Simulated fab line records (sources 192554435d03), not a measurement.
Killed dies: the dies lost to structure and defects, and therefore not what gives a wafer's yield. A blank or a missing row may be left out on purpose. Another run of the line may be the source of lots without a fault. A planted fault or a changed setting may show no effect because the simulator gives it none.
fab line records ; flow n5-finfet
record lots=5; wafers=12; last-day=17
route steps=1938 shown BEOL_M4@1099 BEOL_M5@1112 BEOL_M11@1566 PASSIVATION@1936
lots that met no fault: taken from a fault-free run of the same line
start-h: hours from the record's first day to the start of the lot's first wafer shown ; wait-h: hours since the lot's step before ; " as in the row above ; L1.1+2: a single row standing in for several wafers ; - no value, or no start was given ; * or withheld: withheld ; < > ~ a bound
route shown NAME@n: a module of which the file shows steps, and the number in the route of the first ; usual: the fault-free wafers' mean and standard deviation ; same: alike in all rows ; chamber/n: place in a boat ; sites: readings site by site ; _std_site: standard deviation across them ; _edge_site: inner sites' mean taken away from outer sites' mean ; radius-mm: for every site, how far away it sits from the centre of the wafer ; mask NAME#n: copy n ; behind: tool/chamber where the wafer was last shaped ; hold: why the lot was held/for how many hours/how that ended ; device: which transistor (n, p or np) failed to switch ; end of line: at the end of the route, the tests of the same wafers ; a step without rows: its recipe alone ; killed: not the wafer's yield, but the dies lost to structure and defects at the first sort ; map: per-die view of a wafer (x killed, . not killed, _ where there is no die)
set.NAME: the setting that was run; set.NAME@STEP: the one run at that earlier step ; model.NAME: the simulator's own value behind a step, which no gauge read
lots at some steps of the route; a table a step, a row a wafer
services: a tool's chamber out of use, with start hour (start-h, from the record's first day; less than 0 if before it), hours out, and reason
## steps
# step N5_BEOL_M4_ANNEAL_95
# recipe temp-c=400; time-s=240; ambient=vacuum
# step N5_BEOL_M4_SPUTTER_96
# recipe material=Cu; target-thk-a=45; temp-c=-20; chamber-pressure-pa=0.07; power-w=withheld; time-s=8.29
# step N5_BEOL_M4_ECD_50
# recipe material=Cu; target-thk-a=3000
# step N5_BEOL_M4_ANNEAL_51
# recipe temp-c=225; time-s=90; ambient=N2
# step N5_BEOL_M4_CMP_52
# recipe stop-on=SiOC; t-overpolish-s=6.8; down-force-psi=1; platen-rpm=50; clearing-platen-down-force-psi=1.5; clearing-platen-rpm=50; post-cmp-clean=cu-alkaline; target-thk-nm=40; clearing-platen-pad-velocity-m-s=0.99484; pad-velocity-m-s=0.99484
# step N5_BEOL_M4_PRE_CLEAN_60
# recipe gas=NH3/H2; time-s=15; temp-c=*; rf-power-w=300
# step N5_BEOL_M4_CO_CAP_55
# recipe material=Co; target-thk-a=20; temp-c=200; precursor=CCTBA/H2; pressure-torr=30; time-s=102.1
# step N5_BEOL_M4_PRE_CLEAN_56
# recipe gas=NH3; time-s=15; temp-c=withheld; rf-power-w=300
# step N5_BEOL_M4_DEP_57
# recipe material=SiCN; target-thk-a=80; temp-c=withheld; precursor=3MS/NH3; pressure-torr=3; rf-w=202; time-s=14
# step N5_BEOL_M4_RC_MEAS_101
# usual DIBL_N=36.8/2.1; DIBL_P=37.1/2.2; IOFF_N=0.18/0.037; IOFF_P=0.23/0.041; ION_N=682/13; ION_P=467/8.6; SS_N=71.7/0.61; SS_P=73.5/0.6; VT_N=248/3.4; VT_P=-249/3.5
lot.wafer;tool;chamber;start-h;wait-h;DIBL_N[mV/V];DIBL_P[mV/V];IOFF_N[nA/um];IOFF_P[nA/um];ION_N[uA/um];ION_P[uA/um];SS_N[mV/dec];SS_P[mV/dec];VT_N[mV];VT_P[mV]
L268.2;prober-02;0;182.50;0.2;36.2;36.3;0.16;0.21;659;453;71.0;73.0;248;-250
L268.3;prober-02;0;182.50;0.2;38.0;38.2;0.20;0.24;702;469;71.2;74.3;245;-247
L268.5;prober-02;0;182.50;0.2;36.8;36.6;0.17;0.21;675;458;71.2;73.3;248;-253
L272.1;prober-02;0;208.01;0.0;37.1;37.8;0.20;0.30;682;474;72.2;74.0;243;-242
L272.2;prober-02;0;208.01;0.0;39.0;39.0;0.25;0.33;680;473;73.2;74.5;240;-242
L273.2;prober-02;0;214.25;0.2;38.3;36.9;0.18;0.21;662;451;72.3;72.9;247;-253
L273.3;prober-02;0;214.25;0.2;38.9;38.7;0.22;0.26;683;461;71.8;73.8;242;-247
L276.1;prober-01;0;236.01;0.0;36.9;37.0;0.16;0.21;675;465;72.0;73.5;250;-250
L276.6;prober-01;0;236.01;0.0;37.4;37.6;0.17;0.21;690;468;72.0;73.2;250;-252
L285.1;prober-02;0;294.46;0.0;36.7;35.3;0.16;0.19;672;453;72.0;73.0;253;-251
L285.2;prober-02;0;294.46;0.0;34.5;34.7;0.14;0.19;665;464;70.5;73.2;250;-255
L285.4;prober-02;0;294.46;0.0;35.5;35.2;0.16;0.19;685;463;71.5;73.2;247;-251
# step N5_BEOL_M5_ILD_DEP_00
# recipe material=SiCOH_lowk; target-thk-a=1406.4; temp-c=300; precursor=DEMS/porogen; pressure-torr=5; rf-w=500; time-s=25.9
# step N5_BEOL_M5_CURE_79
# recipe temp-c=385; time-s=240; ambient=He/Ar; material=SiCOH_lowk
# step N5_BEOL_M5_PECVD_70
# recipe material=SiO2; target-thk-a=160; temp-c=400; precursor=TEOS/O2; pressure-torr=5.5; rf-w=450; teos-flow-sccm=53.8; gas=O2; flow-sccm=3000; time-s=18
# step N5_BEOL_M5_HM_DEP_02
# recipe material=TiN; target-thk-a=200; temp-c=25; chamber-pressure-pa=0.49996
# step N5_BEOL_M5_COAT_59
# recipe resist=SOC; temp-c=250; time-s=60; spin-rpm=1500; resist-thk-nm=60
# step N5_BEOL_M5_COAT_60
# recipe resist=SiARC; temp-c=220; time-s=60; spin-rpm=1500; resist-thk-nm=12
# step N5_BEOL_M5_COAT_71
# recipe resist=underlayer; temp-c=205; time-s=60; spin-rpm=1500; resist-thk-nm=5
# step N5_BEOL_M5_COAT_05
# recipe resist=CAR-EUV; spin-rpm=1500; resist-thk-nm=30
# step N5_BEOL_M5_EBR_07
# recipe solvent=PGMEA; ebr-width-mm=1.5
# step N5_BEOL_M5_SOFTBAKE_06
# recipe temp-c=110; time-s=60; resist=CAR-EUV
# step N5_BEOL_M5_EXPOSE_08
# recipe mask-id=M5; na=0.33; source-shape=annular; sigma-inner=0.4; sigma-outer=0.8; polarization=unpolarized; target-cd-nm=28; dose-mj=35.75
# step N5_BEOL_M5_PEB_09
# recipe peb-temp-c=100; peb-time-s=60; resist=CAR-EUV
# step N5_BEOL_M5_DEVELOP_10
# recipe develop-time-s=30; developer=TMAH; resist=CAR-EUV; rinse-liquid=surfactant-rinse; dry=air-spin; dev-temp-c=23
# step N5_BEOL_M5_DESCUM_16
# recipe chemistry=O2; time-s=7; source-power-w=50; bias-power-w=20; pressure-mtorr=20; rf-frequency-hz=2.712e+07; temp-c=40; resist=CAR-EUV; o2-flow-sccm=225
# step N5_BEOL_M5_ETCH_72
# recipe chemistry=N2/H2; target=underlayer; target-depth-a=65; mask-material=CAR-EUV; time-s=5.2; ion-energy-ev=200; pressure-mtorr=30; source-w=840; bias-w=150; n2-flow-sccm=200; h2-flow-sccm=200; ends=cleared
# step N5_BEOL_M5_ETCH_61
# recipe chemistry=CF4; target=SiARC; target-depth-a=156; mask-material=CAR-EUV; time-s=26; ion-energy-ev=80; pressure-mtorr=40; source-w=545; bias-w=36; Ar_flow_sccm=100; cf4-flow-sccm=100; ends=cleared
# step N5_BEOL_M5_ETCH_62
# recipe chemistry=N2/H2; target=SOC; target-depth-a=750; overetch-a=150; mask-material=SiARC; temp-c=40; time-s=112.5; ion-energy-ev=200; pressure-mtorr=30; source-w=840; bias-w=150; n2-flow-sccm=200; h2-flow-sccm=200
# step N5_BEOL_M5_STRIP_63
# recipe chemistry=N2/H2; temp-c=40; n2-flow-sccm=200; h2-flow-sccm=200; rf-frequency-hz=6e+07
# step N5_BEOL_M5_STRIP_73
# recipe chemistry=N2/H2; temp-c=40; n2-flow-sccm=200; h2-flow-sccm=200; rf-frequency-hz=6e+07
# step N5_BEOL_M5_STRIP_64
# recipe chemistry=CF4; resist=SiARC; power-w=300; bias-power-w=75; pressure-mtorr=50; cf4-flow-sccm=150; rf-frequency-hz=6e+07
# step N5_BEOL_M5_HM_OPEN_17
# recipe chemistry=Cl2/BCl3; target-depth-a=200; overetch-a=60; target=TiN; mask-material=SOC; ion-energy-ev=150; pressure-mtorr=10; icp-w=1000; bias-w=126; Cl2_flow_sccm=53.25; bcl3-flow-sccm=21.75; Ar_flow_sccm=25
# step N5_BEOL_M5_STRIP_19
# recipe chemistry=O2; power-w=400; temp-c=40; pressure-mtorr=30; rf-frequency-hz=6e+07; bias-power-w=0; overash-fraction=0.2; o2-flow-sccm=225
# step N5_BEOL_M5_COAT_65
# recipe resist=SOC; temp-c=250; time-s=60; spin-rpm=1500; resist-thk-nm=60
# step N5_BEOL_M5_COAT_66
# recipe resist=SiARC; temp-c=220; time-s=60; spin-rpm=1500; resist-thk-nm=12
# step N5_BEOL_M11_PEB_26
# recipe peb-temp-c=withheld; peb-time-s=60; resist=CAR-ArF
lot.wafer;tool;chamber;start-h;wait-h
L268.2+3+5;litho-track-01;0;244.38;0.1
L273.2+3;litho-track-01;0;275.58;0.1
L272.1+2;litho-track-01;0;275.62;0.1
L276.1+6;litho-track-01;0;294.24;0.1
L285.1+2+4;litho-track-04;0;357.84;0.1
# step N5_BEOL_M11_CD_MEAS_28
# recipe target-cd-nm=70; landing-energy-ev=500; detector=se-inlens; polarity=opening
# usual cd-nm=70.8/0.92
lot.wafer;tool;chamber;start-h;wait-h;cd-nm
L268.2;cd-sem-02;0;244.45;-;71.2
L268.3;cd-sem-02;0;244.45;-;71.2
L268.5;cd-sem-02;0;244.45;-;69.9
L273.2;cd-sem-01;0;275.64;-;60.4
L273.3;cd-sem-01;0;275.64;-;71.0
L272.1;cd-sem-01;0;275.68;-;72.4
L272.2;cd-sem-01;0;275.68;-;61.4
L276.1;cd-sem-02;0;294.31;-;69.7
L276.6;cd-sem-02;0;294.31;-;60.1
L285.1;cd-sem-03;0;357.90;-;70.2
L285.2;cd-sem-03;0;357.90;-;70.2
L285.4;cd-sem-03;0;357.90;-;70.8
# step N5_PASSIVATION_PROBE_49
# usual defect-limited-yield=91.0/1.4; killed_at_M0_to_M3=35/10; killed_at_M4_up=13/6; killed-at-contacts=13/6.4; killed-at-front-end=42/12; killed-at-other=3.2/2.4; killed-dies=107/17; killed-on-rim=15/4.1; killed-open=69/13; killed-short=33/7.3; sort_bin_5_function=5.3/0.92; sort_bin_6_memory=3.3/0.66; sort_bin_8_speed=0.00/0.035; sort-n-pass=1073/17
# same gross-dies=1180; killed-at-back-side=0; sort_bin_4_leakage[%]=0
lot.wafer;tool;chamber;start-h;wait-h;defect-limited-yield[%];killed_at_M0_to_M3;killed_at_M4_up;killed-at-contacts;killed-at-front-end;killed-at-other;killed-dies;killed-on-rim;killed-open;killed-short;sort_bin_5_function[%];sort_bin_6_memory[%];sort_bin_8_speed[%];sort-n-pass
L268.2;prober-01;-;283.28;0.1;92.1;27;18;8;38;2;93;13;57;32;4.4;3.5;0;1087
L268.3;prober-01;-;283.33;0.1;92.1;38;11;4;38;2;93;14;47;43;4.5;3.1;0;1087
L268.5;prober-01;-;283.43;0.2;90.8;23;28;3;52;2;108;17;76;30;4.8;4.2;0;1072
L272.1;prober-02;-;317.68;0.0;91.4;40;17;9;35;1;102;18;71;27;5.1;3.5;0;1078
L272.2;prober-02;-;317.73;0.1;83.6;48;84;20;38;4;194;22;87;31;11.9;4.0;0;986
L273.2;prober-01;-;318.07;0.1;80.7;55;126;10;31;6;228;29;73;33;16.5;2.6;0;952
L273.3;prober-01;-;318.12;0.1;87.9;43;21;20;49;10;143;16;95;39;6.5;5.3;0;1037
L276.6;prober-01;-;334.27;0.3;82.2;17;138;12;42;1;210;32;49;26;14.6;2.6;0;970
L285.1;prober-01;-;398.27;0.0;90.3;40;12;14;47;2;115;17;68;42;5.6;3.6;0;1065
L285.2;prober-01;-;398.32;0.1;92.5;14;12;20;37;5;88;13;60;27;4.4;2.8;0;1092
L285.4;prober-01;-;398.42;0.2;91.2;30;16;18;35;5;104;11;75;28;5.0;3.4;0;1076
# killed by level:class
L268.2 STI_FIN_REVEAL:geometric-particle:open=10 FIN_SAQP:geometric-particle:short=6 BEOL_M4:geometric-particle:open=6 BEOL_M0_SAQP:geometric-particle:open=5 BEOL_M1:geometric-particle:open=5 MOL_CONTACT_COAG:geometric-particle:open=4 BEOL_M2:geometric-particle:open=4 BEOL_M3:geometric-particle:open=4
L268.3 FIN_SAQP:geometric-particle:short=8 BEOL_M0_SAQP:geometric-particle:open=8 BEOL_M0_SAQP:geometric-particle:short=8 GATE_CUT:geometric-particle:short=6 BEOL_M3:geometric-particle:open=6 STI_FIN_REVEAL:geometric-particle:open=5 BEOL_M4:geometric-particle:open=5 STI_FIN_REVEAL:geometric-particle:short=4
L268.5 BEOL_M4:geometric-particle:open=17 FIN_SAQP:geometric-particle:open=12 GATE_CUT:geometric-particle:short=11 BEOL_M0_SAQP:geometric-particle:open=10 STI_FIN_REVEAL:geometric-particle:open=6 GATE_CUT:geometric-particle:open=6 DUMMY_GATE:geometric-particle:open=4 STARTING-WAFER:geometric-particle:short=4
L272.1 BEOL_M1:geometric-particle:open=11 BEOL_M0_SAQP:geometric-particle:open=10 FIN_SAQP:geometric-particle:open=8 MOL_CONTACT_COAG:geometric-particle:open=8 BEOL_M3:geometric-particle:open=6 DUMMY_GATE:geometric-particle:short=5 BEOL_M4:geometric-particle:open=5 STI_FIN_REVEAL:geometric-particle:open=4
L272.2 BEOL_M11:area-peb=64 MOL_CONTACT_COAG:geometric-particle:open=15 BEOL_M0_SAQP:geometric-particle:open=12 STI_FIN_REVEAL:geometric-particle:open=10 BEOL_M0_SAQP:geometric-particle:short=10 BEOL_M1:geometric-particle:open=10 BEOL_M4:geometric-particle:open=8 FIN_SAQP:geometric-particle:open=7
L273.2 BEOL_M11:area-peb=117 BEOL_M2:geometric-particle:open=12 BEOL_M0_SAQP:geometric-particle:open=11 BEOL_M0_SAQP:geometric-particle:short=10 DUMMY_GATE:geometric-particle:open=6 BEOL_M0:geometric-particle:open=6 BEOL_M3:geometric-particle:open=6 FIN_SAQP:geometric-particle:open=5
L273.3 FIN_SAQP:geometric-particle:open=13 MOL_CONTACT_COAG:geometric-particle:open=13 FIN_SAQP:geometric-particle:short=11 BEOL_M1:geometric-particle:open=9 BEOL_M4:geometric-particle:open=8 BEOL_M0:geometric-particle:open=6 BEOL_M2:geometric-particle:open=6 BEOL_M0_SAQP:geometric-particle:short=5
L276.6 BEOL_M11:area-peb=128 FIN_SAQP:geometric-particle:open=19 FIN_SAQP:geometric-particle:short=8 MOL_CONTACT_COAG:geometric-particle:open=8 BEOL_M0_SAQP:geometric-particle:open=7 BEOL_M2:geometric-particle:open=4 DUMMY_GATE:geometric-particle:open=3 GATE_CUT:geometric-particle:short=3
L285.1 MOL_CONTACT_COAG:geometric-particle:open=12 BEOL_M1:geometric-particle:open=12 FIN_SAQP:geometric-particle:short=11 FIN_SAQP:geometric-particle:open=10 STI_FIN_REVEAL:geometric-particle:open=8 BEOL_M1:geometric-particle:short=6 BEOL_M2:geometric-particle:open=6 BEOL_M0_SAQP:geometric-particle:short=5
L285.2 MOL_CONTACT_COAG:geometric-particle:open=15 STI_FIN_REVEAL:geometric-particle:open=12 BEOL_M4:geometric-particle:open=9 STARTING-WAFER:geometric-particle:open=6 STI_FIN_REVEAL:geometric-particle:short=5 DUMMY_GATE:geometric-particle:short=5 MOL_CONTACT_COAG:geometric-particle:short=5 BEOL_M2:geometric-particle:open=4
L285.4 STI_FIN_REVEAL:geometric-particle:open=13 MOL_CONTACT_COAG:geometric-particle:open=13 BEOL_M2:geometric-particle:open=13 DUMMY_GATE:geometric-particle:open=9 BEOL_M1:geometric-particle:open=7 MOL_CONTACT_COAG:geometric-particle:short=5 BEOL_M4:geometric-particle:short=5 GATE_CUT:geometric-particle:short=3
# map L272.2 (x killed, . not)
_________________x.x...xx...x________________
______________.xx.........x....x_____________
___________......x..x.......x...x..__________
__________....x.....x...x....x.x...._________
________........x.....x..x...x.....x.._______
_______........x...x....x.xx....x.x.x..______
______...............xx..xx.x.x.x......._____
_____...x......x...x..........x..x.....x.____
____.............x.x..x.x..x..x..x...x..xx___
___....x..............x......x.x......x.x.x__
___...................................x..x.__
__..x.x.............x.........x......x.xx..x_
__.x......x...............x.x..x..x.x..x...._
_...x.x...............x..x..x.x.........x....
_..x.x............xx..x.xx....x......xxx..x..
_...x...............x..x.........x...........
_.x.............x....x.....xxx.x........x....
_....x..................xx.x..xx........xx...
_...........x..xx......x............x........
_.........x..................xx.............x
_..................xx.x......x..x.x........x.
__....x..xx.xxxxxxx..............x.........._
__......x....x.......x......xx.x.........x.._
___.....x..........x.........x..........x.x__
___...........x.....x......x.......xx......__
____.......x.............x..x....xxx.x....___
_____x...........x...x...................____
______.x........x.xxx.x...x........x.x.._____
_______x...............x.....x.........______
________.........x..........x........._______
__________...........x..........x..x_________
___________.............x.....x....__________
______________.......x.x.x......_____________
_________________............________________
# map L273.2 (x killed, . not)
_________________......xx..x.________________
______________.x..x....x.x..x..._____________
___________x..x..xx..x.....xxxxx...__________
__________x.x........x.xxxx.xx..x..x_________
________......x.......xx.x.........xx._______
_______.........x......xxx.xx.....xxx..______
______.x...xx..x......x......x.x.x..xx.._____
_____...........xx....x.....x..x.xx...x..____
____......xx......x...x...xx..x.x....xxxxx___
___..x.................xx...xx..x..x.xxx...__
___...........xx..........x.x.x...xx.....x.__
__................x...xx.....x........x..x.x_
__.x.....x...........x.x....xx.xx..xx..x.x.._
_.....x..x.......x........x..x.x...x..x.xxx..
_........x.....x..x......x...x.x......x..x.xx
_x............x.x.........xx...x.x.x...x....x
_.............xx.........x.............xx....
_..............x....xx........x...x.x......x.
_..x.................x.....xx.x...xx........x
_.....x....x...........x.............x.......
_....x......................xx.xx.xx.........
__................x...x...xx............x.x._
__........x......x...x..x.x.....xx......xx.._
___.x.....x..............xx.............xx.__
___x................x....x.....x...........__
____..........xx.......x.x..x..........x..___
_____.x........................x.........____
______...x.............x.x..x..........._____
_______....x...........x.......x.......______
________...............x..........x..._______
__________....................xxx..._________
___________.xx..x................x.__________
______________..xx..x..........._____________
_________________...xx.......________________
## services
tool;chamber;start-h;hours;kind
litho-track-01;-;236.73;-;consumable-replace:filter
## key
first-sign step=N5_BEOL_M11_CD_MEAS_28; reading=cd-nm; direction=down; sigmas=11; usual=70.8; struck=60.6
effect step=N5_PASSIVATION_PROBE_49; reading=killed_at_M4_up; direction=up; sigmas=17; usual=13; struck=116
more-kills-born-at N5_BEOL_M11_PEB_26@litho-track-01=309
met-at N5_BEOL_M11_PEB_26
struck-wafers L272.2,L273.2,L276.6
onset-between 244.38 275.58
fault kind=process-parameter-drift; tool=litho-track-01; chamber=-; onset-h=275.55; steps=N5_BEOL_M11_PEB_26; channel=peb-time-s; offset=*; shape=step; end-h=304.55; scope=struck-wafers-only; acts-in=*; stated=*
